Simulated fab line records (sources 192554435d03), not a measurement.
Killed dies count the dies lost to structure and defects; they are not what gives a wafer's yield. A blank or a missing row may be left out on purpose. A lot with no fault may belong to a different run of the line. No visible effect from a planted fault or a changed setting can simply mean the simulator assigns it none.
Which tool was responsible? / flow n5-finfet / 7 lots with 21 wafers sampled at 8 steps, on a route of 1938 steps

WHAT THE GAUGES READ, wafer by wafer
N5_BEOL_M4_OCD_MEAS_38. Usual: trench-depth-nm 55.4 nm, standard deviation 0.97.
lot=L304; measured=day 8 16:08; on=ocd-02; trench-depth-nm (nm)=55.6 54.6 54.9; flag=
lot=L311; measured=day 11 00:05; on=ocd-01; trench-depth-nm (nm)=55.3 53.9 56.0; flag=
lot=L316; measured=day 13 03:12; on=ocd-01; trench-depth-nm (nm)=77.6 74.3 55.8; flag=OFF
lot=L319; measured=day 13 11:55; on=ocd-02; trench-depth-nm (nm)=75.3 78.7 54.5; flag=OFF
lot=L324; measured=day 14 05:44; on=ocd-01; trench-depth-nm (nm)=56.1 57.0 56.3; flag=
lot=L326; measured=day 14 17:45; on=ocd-02; trench-depth-nm (nm)=54.7 55.9 55.7; flag=
lot=L327; measured=day 15 21:27; on=ocd-02; trench-depth-nm (nm)=53.8 56.8 56.6; flag=

N5_BEOL_M4_THK_MEAS_53: measures by xrf. Usual: M4_THK gives 39.3 nm (standard deviation 1.6).
lot=L304; measured=day 8 21:29; on=film-metro-01; M4_THK (nm)=39.9 36.7 38.4; flag=
lot=L311; measured=day 11 05:38; on=film-metro-02; M4_THK (nm)=38.2 35.8 39.2; flag=
lot=L316; measured=day 13 06:54; on=film-metro-02; M4_THK (nm)=62.1 59.1 40.4; flag=OFF
lot=L319; measured=day 13 17:18; on=film-metro-02; M4_THK (nm)=58.6 60.0 37.4; flag=OFF
lot=L324; measured=day 14 10:07; on=film-metro-02; M4_THK (nm)=41.6 41.7 41.8; flag=
lot=L326; measured=day 14 21:24; on=film-metro-01; M4_THK (nm)=38.1 38.2 38.9; flag=
lot=L327; measured=day 16 01:11; on=film-metro-01; M4_THK (nm)=37.3 37.9 40.0; flag=

N5_BEOL_M4_RS_MEAS_58: uses a four-point probe to measure. Usual: M4_RS gives 0.67 ohm/sq (standard deviation 0.035).
lot=L304; measured=day 8 21:58; on=film-metro-01; M4_RS (ohm/sq)=0.65 0.73 0.69; flag=
lot=L311; measured=day 11 05:56; on=film-metro-02; M4_RS (ohm/sq)=0.70 0.76 0.68; flag=
lot=L316; measured=day 13 07:10; on=film-metro-02; M4_RS (ohm/sq)=0.38 0.41 0.65; flag=OFF
lot=L319; measured=day 13 17:34; on=film-metro-01; M4_RS (ohm/sq)=0.41 0.40 0.72; flag=OFF
lot=L324; measured=day 14 10:23; on=film-metro-01; M4_RS (ohm/sq)=0.63 0.62 0.62; flag=
lot=L326; measured=day 14 21:40; on=film-metro-02; M4_RS (ohm/sq)=0.69 0.68 0.66; flag=
lot=L327; measured=day 16 01:28; on=film-metro-02; M4_RS (ohm/sq)=0.71 0.70 0.65; flag=

N5_BEOL_M4_RC_MEAS_101. Usual: DIBL_N 36.0 mV/V, standard deviation 1.9; DIBL_P 35.6 mV/V, standard deviation 2.2; IOFF_N 0.15 nA/um, standard deviation 0.031; IOFF_P 0.19 nA/um, standard deviation 0.032; ION_N 668 uA/um, standard deviation 11; ION_P 455 uA/um, standard deviation 7.2; SERP_M4 197 ohm/um, standard deviation 16; SERP_M4_max_site 209 ohm/um, standard deviation 18; SS_N 71.5 mV/dec, standard deviation 0.65; SS_P 73.4 mV/dec, standard deviation 0.64; VT_N 251 mV, standard deviation 3.6; VT_P -253 mV, standard deviation 3.3.
lot=L304; measured=day 8 22:11; on=prober-01; DIBL_N (mV/V)=36.4 35.7 37.5; DIBL_P (mV/V)=35.6 34.2 36.3; IOFF_N (nA/um)=0.15 0.14 0.17; IOFF_P (nA/um)=0.21 0.19 0.22; ION_N (uA/um)=671 664 675; ION_P (uA/um)=461 460 457; SERP_M4 (ohm/um)=181 202 185; SERP_M4_max_site (ohm/um)=187 214 195; SS_N (mV/dec)=70.7 70.1 71.0; SS_P (mV/dec)=73.6 73.3 73.7; VT_N (mV)=249 251 250; VT_P (mV)=-249 -251 -250; flag=
lot=L311; measured=day 11 06:08; on=prober-01; DIBL_N (mV/V)=35.6 35.2 37.1; DIBL_P (mV/V)=33.8 34.4 36.4; IOFF_N (nA/um)=0.12 0.12 0.16; IOFF_P (nA/um)=0.16 0.16 0.20; ION_N (uA/um)=663 653 662; ION_P (uA/um)=451 453 452; SERP_M4 (ohm/um)=220 218 198; SERP_M4_max_site (ohm/um)=238 239 222; SS_N (mV/dec)=71.1 70.9 71.8; SS_P (mV/dec)=72.4 73.9 73.0; VT_N (mV)=253 254 251; VT_P (mV)=-256 -254 -253; flag=
lot=L316; measured=day 13 07:22; on=prober-01; DIBL_N (mV/V)=38.7 37.5 37.1; DIBL_P (mV/V)=37.3 35.6 35.4; IOFF_N (nA/um)=0.17 0.15 0.15; IOFF_P (nA/um)=0.22 0.19 0.18; ION_N (uA/um)=674 672 659; ION_P (uA/um)=461 454 446; SERP_M4 (ohm/um)=119 119 173; SERP_M4_max_site (ohm/um)=122 130 189; SS_N (mV/dec)=71.9 72.2 71.0; SS_P (mV/dec)=74.7 73.6 73.3; VT_N (mV)=250 251 256; VT_P (mV)=-250 -251 -255; flag=OFF
lot=L319; measured=day 13 17:46; on=prober-01; DIBL_N (mV/V)=36.3 35.7 36.9; DIBL_P (mV/V)=38.5 36.3 38.1; IOFF_N (nA/um)=0.16 0.16 0.18; IOFF_P (nA/um)=0.21 0.17 0.20; ION_N (uA/um)=666 666 668; ION_P (uA/um)=458 445 458; SERP_M4 (ohm/um)=113 128 209; SERP_M4_max_site (ohm/um)=118 136 215; SS_N (mV/dec)=71.4 72.0 72.0; SS_P (mV/dec)=73.7 73.4 73.8; VT_N (mV)=248 249 251; VT_P (mV)=-253 -258 -256; flag=
lot=L324; measured=day 14 10:26; on=prober-02; DIBL_N (mV/V)=35.0 35.7 36.2; DIBL_P (mV/V)=34.7 34.8 35.4; IOFF_N (nA/um)=0.14 0.15 0.14; IOFF_P (nA/um)=0.19 0.18 0.19; ION_N (uA/um)=672 666 658; ION_P (uA/um)=460 452 449; SERP_M4 (ohm/um)=179 179 179; SERP_M4_max_site (ohm/um)=196 187 195; SS_N (mV/dec)=71.3 72.6 71.9; SS_P (mV/dec)=73.9 74.2 73.3; VT_N (mV)=254 251 256; VT_P (mV)=-254 -253 -252; flag=
lot=L326; measured=day 14 21:43; on=prober-02; DIBL_N (mV/V)=33.1 34.7 34.6; DIBL_P (mV/V)=33.5 35.8 37.0; IOFF_N (nA/um)=0.11 0.13 0.14; IOFF_P (nA/um)=0.13 0.16 0.17; ION_N (uA/um)=662 666 665; ION_P (uA/um)=444 443 449; SERP_M4 (ohm/um)=178 186 187; SERP_M4_max_site (ohm/um)=189 191 194; SS_N (mV/dec)=70.6 71.6 71.9; SS_P (mV/dec)=72.9 73.6 74.3; VT_N (mV)=259 255 252; VT_P (mV)=-262 -262 -259; flag=
lot=L327; measured=day 16 01:31; on=prober-01; DIBL_N (mV/V)=34.9 34.3 37.0; DIBL_P (mV/V)=33.6 33.6 36.7; IOFF_N (nA/um)=0.13 0.12 0.16; IOFF_P (nA/um)=0.17 0.18 0.24; ION_N (uA/um)=671 653 684; ION_P (uA/um)=460 451 469; SERP_M4 (ohm/um)=228 209 202; SERP_M4_max_site (ohm/um)=247 217 209; SS_N (mV/dec)=71.2 70.9 71.4; SS_P (mV/dec)=73.1 73.2 74.6; VT_N (mV)=250 254 248; VT_P (mV)=-252 -253 -246; flag=

TOOL THAT RAN EACH LOT (tool first, then ch and the chambers of the sampled wafers, then the start)
lot=L304; N5_BEOL_M4_ETCH_77=rie-diel-04 ch 0,1, day 8 01:07; N5_BEOL_M4_VIA_ETCH_34=rie-diel-06 ch 0,1,2, day 8 15:53; N5_BEOL_M4_TRENCH_ETCH_37=rie-diel-06 ch 0,1,2, day 8 15:59; N5_BEOL_M4_ETCH_41=rie-diel-06 ch 0,1,2, day 8 16:08 or earlier
lot=L311; N5_BEOL_M4_ETCH_77=rie-diel-04 ch 0,1,2, day 10 09:21; N5_BEOL_M4_VIA_ETCH_34=rie-diel-06 ch 0,1,3, day 10 23:50; N5_BEOL_M4_TRENCH_ETCH_37=rie-diel-06 ch 0,1,3, day 10 23:56; N5_BEOL_M4_ETCH_41=rie-diel-06 ch 0,1,3, day 11 00:05 or earlier
lot=L316; N5_BEOL_M4_ETCH_77=rie-diel-01 ch 0,2, day 12 19:59; N5_BEOL_M4_VIA_ETCH_34=rie-diel-06 ch 0,3, day 13 02:56; N5_BEOL_M4_TRENCH_ETCH_37=rie-diel-06 ch 0,3, day 13 03:02; N5_BEOL_M4_ETCH_41=rie-diel-06 ch 0,3, day 13 03:12 or earlier
lot=L319; N5_BEOL_M4_ETCH_77=rie-diel-01 ch 0,2, day 12 21:02; N5_BEOL_M4_VIA_ETCH_34=rie-diel-06 ch 0,3, day 13 11:40; N5_BEOL_M4_TRENCH_ETCH_37=rie-diel-06 ch 0,3, day 13 11:46; N5_BEOL_M4_ETCH_41=rie-diel-06 ch 0,3, day 13 11:55 or earlier
lot=L324; N5_BEOL_M4_ETCH_77=rie-diel-06 ch 1,3, day 13 14:07; N5_BEOL_M4_VIA_ETCH_34=rie-diel-01 ch 0,3, day 14 05:29; N5_BEOL_M4_TRENCH_ETCH_37=rie-diel-01 ch 0,3, day 14 05:35; N5_BEOL_M4_ETCH_41=rie-diel-01 ch 0,3, day 14 05:44 or earlier
lot=L326; N5_BEOL_M4_ETCH_77=rie-diel-06 ch 0,2, day 13 17:47; N5_BEOL_M4_VIA_ETCH_34=rie-diel-01 ch 0,3, day 14 17:29; N5_BEOL_M4_TRENCH_ETCH_37=rie-diel-01 ch 0,3, day 14 17:35; N5_BEOL_M4_ETCH_41=rie-diel-01 ch 0,3, day 14 17:45 or earlier
lot=L327; N5_BEOL_M4_ETCH_77=rie-diel-01 ch 0,2, day 15 01:09; N5_BEOL_M4_VIA_ETCH_34=rie-diel-01 ch 1,2,3, day 15 21:11; N5_BEOL_M4_TRENCH_ETCH_37=rie-diel-01 ch 1,2,3, day 15 21:17; N5_BEOL_M4_ETCH_41=rie-diel-01 ch 1,2,3, day 15 21:27 or earlier
- N5_BEOL_M4_ETCH_77: etches underlayer in N2/H2, target depth 6.5 nm, time 5.2 s.
- N5_BEOL_M4_VIA_ETCH_34: etches the open film in C4F6/O2, target depth 69.4 nm, time 65.9 s.
- N5_BEOL_M4_TRENCH_ETCH_37: etches SiOC in C4F6/O2, target depth 55.555 nm, time 29.2 s.
- N5_BEOL_M4_ETCH_41: etches SiCN in CH3F/O2, target depth 29.9 nm, time 52.5 s.

WHAT THE TOOLS THEMSELVES READ (means of the sampled wafers that have a number; where no wafer has one, the mark that the record gives instead)
N5_BEOL_M4_ETCH_77. Usual: drypump-motor-current-A 5.6 A, standard deviation 0.32; etch-rf-on-time-s 5.20 s, standard deviation 0.11; oes-product-au 0.68 a.u., standard deviation 0.066; rf-vpp-V 525.9 V, standard deviation 1.9; showerhead-plenum-p-Torr 2.60 Torr, standard deviation 0.062; throttle-valve-pct 17.63 %, standard deviation 0.3.
lot=L304; tool=rie-diel-04; drypump-motor-current-A (A)=6.1; etch-rf-on-time-s (s)=5.14; oes-product-au (a.u.)=0.74; rf-vpp-V (V)=524.9; showerhead-plenum-p-Torr (Torr)=2.61; throttle-valve-pct (%)=17.66; flag=
lot=L311; tool=rie-diel-04; drypump-motor-current-A (A)=6.1; etch-rf-on-time-s (s)=5.16; oes-product-au (a.u.)=0.67; rf-vpp-V (V)=523.2; showerhead-plenum-p-Torr (Torr)=2.57; throttle-valve-pct (%)=17.85; flag=
lot=L316; tool=rie-diel-01; drypump-motor-current-A (A)=5.9; etch-rf-on-time-s (s)=5.33; oes-product-au (a.u.)=0.68; rf-vpp-V (V)=527.2; showerhead-plenum-p-Torr (Torr)=2.68; throttle-valve-pct (%)=17.54; flag=
lot=L319; tool=rie-diel-01; drypump-motor-current-A (A)=5.9; etch-rf-on-time-s (s)=5.34; oes-product-au (a.u.)=0.67; rf-vpp-V (V)=527.5; showerhead-plenum-p-Torr (Torr)=2.68; throttle-valve-pct (%)=17.53; flag=
lot=L324; tool=rie-diel-06; drypump-motor-current-A (A)=5.4; etch-rf-on-time-s (s)=5.17; oes-product-au (a.u.)=0.63; rf-vpp-V (V)=523.9; showerhead-plenum-p-Torr (Torr)=2.49; throttle-valve-pct (%)=17.86; flag=
lot=L326; tool=rie-diel-06; drypump-motor-current-A (A)=5.3; etch-rf-on-time-s (s)=5.18; oes-product-au (a.u.)=0.73; rf-vpp-V (V)=525.9; showerhead-plenum-p-Torr (Torr)=2.57; throttle-valve-pct (%)=17.22; flag=
lot=L327; tool=rie-diel-01; drypump-motor-current-A (A)=5.9; etch-rf-on-time-s (s)=5.30; oes-product-au (a.u.)=0.67; rf-vpp-V (V)=525.9; showerhead-plenum-p-Torr (Torr)=2.68; throttle-valve-pct (%)=17.49; flag=

N5_BEOL_M4_VIA_ETCH_34. Usual: drypump-motor-current-A 5.6 A, standard deviation 0.36; oes_ar_750_au 0.81 a.u., standard deviation 0.072; oes-product-au 0.81 a.u., standard deviation 0.079; rf-vpp-V 664 V, standard deviation 14; showerhead-plenum-p-Torr 2.91 Torr, standard deviation 0.074; throttle-valve-pct 30.5 %, standard deviation 0.37.
lot=L304; tool=rie-diel-06; drypump-motor-current-A (A)=5.5; oes_ar_750_au (a.u.)=0.82; oes-product-au (a.u.)=0.82; rf-vpp-V (V)=665; showerhead-plenum-p-Torr (Torr)=2.89; throttle-valve-pct (%)=30.4; flag=
lot=L311; tool=rie-diel-06; drypump-motor-current-A (A)=5.2; oes_ar_750_au (a.u.)=0.80; oes-product-au (a.u.)=0.79; rf-vpp-V (V)=673; showerhead-plenum-p-Torr (Torr)=2.81; throttle-valve-pct (%)=30.5; flag=
lot=L316; tool=rie-diel-06; drypump-motor-current-A (A)=5.1; oes_ar_750_au (a.u.)=0.80; oes-product-au (a.u.)=0.81; rf-vpp-V (V)=675; showerhead-plenum-p-Torr (Torr)=2.81; throttle-valve-pct (%)=30.1; flag=
lot=L319; tool=rie-diel-06; drypump-motor-current-A (A)=5.0; oes_ar_750_au (a.u.)=0.74; oes-product-au (a.u.)=0.74; rf-vpp-V (V)=668; showerhead-plenum-p-Torr (Torr)=2.75; throttle-valve-pct (%)=30.4; flag=
lot=L324; tool=rie-diel-01; drypump-motor-current-A (A)=5.7; oes_ar_750_au (a.u.)=0.83; oes-product-au (a.u.)=0.83; rf-vpp-V (V)=658; showerhead-plenum-p-Torr (Torr)=2.98; throttle-valve-pct (%)=30.5; flag=
lot=L326; tool=rie-diel-01; drypump-motor-current-A (A)=5.4; oes_ar_750_au (a.u.)=0.82; oes-product-au (a.u.)=0.82; rf-vpp-V (V)=651; showerhead-plenum-p-Torr (Torr)=2.93; throttle-valve-pct (%)=30.6; flag=
lot=L327; tool=rie-diel-01; drypump-motor-current-A (A)=5.5; oes_ar_750_au (a.u.)=0.85; oes-product-au (a.u.)=0.84; rf-vpp-V (V)=655; showerhead-plenum-p-Torr (Torr)=2.91; throttle-valve-pct (%)=30.5; flag=

N5_BEOL_M4_TRENCH_ETCH_37. Usual: drypump-motor-current-A 5.6 A, standard deviation 0.37; oes_ar_750_au 0.81 a.u., standard deviation 0.072; oes-product-au 0.81 a.u., standard deviation 0.078; rf-vpp-V 664 V, standard deviation 15; showerhead-plenum-p-Torr 2.91 Torr, standard deviation 0.074; throttle-valve-pct 20.7 %, standard deviation 0.33.
lot=L304; tool=rie-diel-06; drypump-motor-current-A (A)=5.5; oes_ar_750_au (a.u.)=0.82; oes-product-au (a.u.)=0.82; rf-vpp-V (V)=664; showerhead-plenum-p-Torr (Torr)=2.89; throttle-valve-pct (%)=20.6; flag=
lot=L311; tool=rie-diel-06; drypump-motor-current-A (A)=5.3; oes_ar_750_au (a.u.)=0.79; oes-product-au (a.u.)=0.79; rf-vpp-V (V)=673; showerhead-plenum-p-Torr (Torr)=2.82; throttle-valve-pct (%)=20.7; flag=
lot=L316; tool=rie-diel-06; drypump-motor-current-A (A)=5.1; oes_ar_750_au (a.u.)=0.80; oes-product-au (a.u.)=0.93; rf-vpp-V (V)=676; showerhead-plenum-p-Torr (Torr)=2.81; throttle-valve-pct (%)=20.4; flag=
lot=L319; tool=rie-diel-06; drypump-motor-current-A (A)=5.0; oes_ar_750_au (a.u.)=0.74; oes-product-au (a.u.)=0.87; rf-vpp-V (V)=668; showerhead-plenum-p-Torr (Torr)=2.76; throttle-valve-pct (%)=20.7; flag=
lot=L324; tool=rie-diel-01; drypump-motor-current-A (A)=5.7; oes_ar_750_au (a.u.)=0.82; oes-product-au (a.u.)=0.83; rf-vpp-V (V)=658; showerhead-plenum-p-Torr (Torr)=2.98; throttle-valve-pct (%)=20.6; flag=
lot=L326; tool=rie-diel-01; drypump-motor-current-A (A)=5.5; oes_ar_750_au (a.u.)=0.82; oes-product-au (a.u.)=0.82; rf-vpp-V (V)=651; showerhead-plenum-p-Torr (Torr)=2.93; throttle-valve-pct (%)=20.6; flag=
lot=L327; tool=rie-diel-01; drypump-motor-current-A (A)=5.5; oes_ar_750_au (a.u.)=0.84; oes-product-au (a.u.)=0.84; rf-vpp-V (V)=654; showerhead-plenum-p-Torr (Torr)=2.91; throttle-valve-pct (%)=20.6; flag=

N5_BEOL_M4_ETCH_41. Usual: drypump-motor-current-A 5.6 A, standard deviation 0.36; oes-product-au 0.81 a.u., standard deviation 0.079; rf-vpp-V 298.3 V, standard deviation 1.4; showerhead-plenum-p-Torr 2.05 Torr, standard deviation 0.054; throttle-valve-pct 16.1 %, standard deviation 0.32.
lot=L304; tool=rie-diel-06; drypump-motor-current-A (A)=5.4; oes-product-au (a.u.)=0.82; rf-vpp-V (V)=298.0; showerhead-plenum-p-Torr (Torr)=2.03; throttle-valve-pct (%)=16.1; flag=
lot=L311; tool=rie-diel-06; drypump-motor-current-A (A)=5.2; oes-product-au (a.u.)=0.79; rf-vpp-V (V)=296.3; showerhead-plenum-p-Torr (Torr)=1.98; throttle-valve-pct (%)=16.1; flag=
lot=L316; tool=rie-diel-06; drypump-motor-current-A (A)=5.1; oes-product-au (a.u.)=0.81; rf-vpp-V (V)=296.9; showerhead-plenum-p-Torr (Torr)=1.98; throttle-valve-pct (%)=15.9; flag=
lot=L319; tool=rie-diel-06; drypump-motor-current-A (A)=5.0; oes-product-au (a.u.)=0.74; rf-vpp-V (V)=295.6; showerhead-plenum-p-Torr (Torr)=1.93; throttle-valve-pct (%)=16.2; flag=
lot=L324; tool=rie-diel-01; drypump-motor-current-A (A)=5.7; oes-product-au (a.u.)=0.83; rf-vpp-V (V)=299.0; showerhead-plenum-p-Torr (Torr)=2.10; throttle-valve-pct (%)=16.0; flag=
lot=L326; tool=rie-diel-01; drypump-motor-current-A (A)=5.5; oes-product-au (a.u.)=0.83; rf-vpp-V (V)=299.1; showerhead-plenum-p-Torr (Torr)=2.06; throttle-valve-pct (%)=16.1; flag=
lot=L327; tool=rie-diel-01; drypump-motor-current-A (A)=5.5; oes-product-au (a.u.)=0.85; rf-vpp-V (V)=298.6; showerhead-plenum-p-Torr (Torr)=2.05; throttle-valve-pct (%)=16.1; flag=

THE ANSWER, worked out from the rows above alone
Rule: take the mean of a lot's wafers that have a number; if it is more than 3 standard deviations from the usual mean, the lot is off. A lot without any number at a reading at which 4 lots or more have one is off too. All remaining lots with rows at the step are treated as sound. First the gauges in route order, then the tools' own readings, where a lot's mean is used as printed above. The first step at which some lot is off is used, and at that step the reading that is off furthest; a lot without a number counts as furthest.
Off: L316, L319 (N5_BEOL_M4_OCD_MEAS_38, trench-depth-nm).
If a tool, at a process step before that reading, ran all the lots that are off and no sound lot after the first of them, it fits. Not tried: the gauges at N5_BEOL_M4_OCD_MEAS_38; whatever is off there is also off at N5_BEOL_M4_THK_MEAS_53, on other tools, and gauge error can't account for it. With no start given for some of its lots, N5_BEOL_M4_ETCH_41 uses the hours and lot order of N5_BEOL_M4_OCD_MEAS_38. One fits: rie-diel-06 at N5_BEOL_M4_VIA_ETCH_34 and N5_BEOL_M4_TRENCH_ETCH_37 and N5_BEOL_M4_ETCH_41. At N5_BEOL_M4_VIA_ETCH_34 its last sound lot is L311 (day 10 23:50), its first lot that is off L316 (day 13 02:56): a fault that began between those two fits.

WHAT THE SIMULATOR PUT IN
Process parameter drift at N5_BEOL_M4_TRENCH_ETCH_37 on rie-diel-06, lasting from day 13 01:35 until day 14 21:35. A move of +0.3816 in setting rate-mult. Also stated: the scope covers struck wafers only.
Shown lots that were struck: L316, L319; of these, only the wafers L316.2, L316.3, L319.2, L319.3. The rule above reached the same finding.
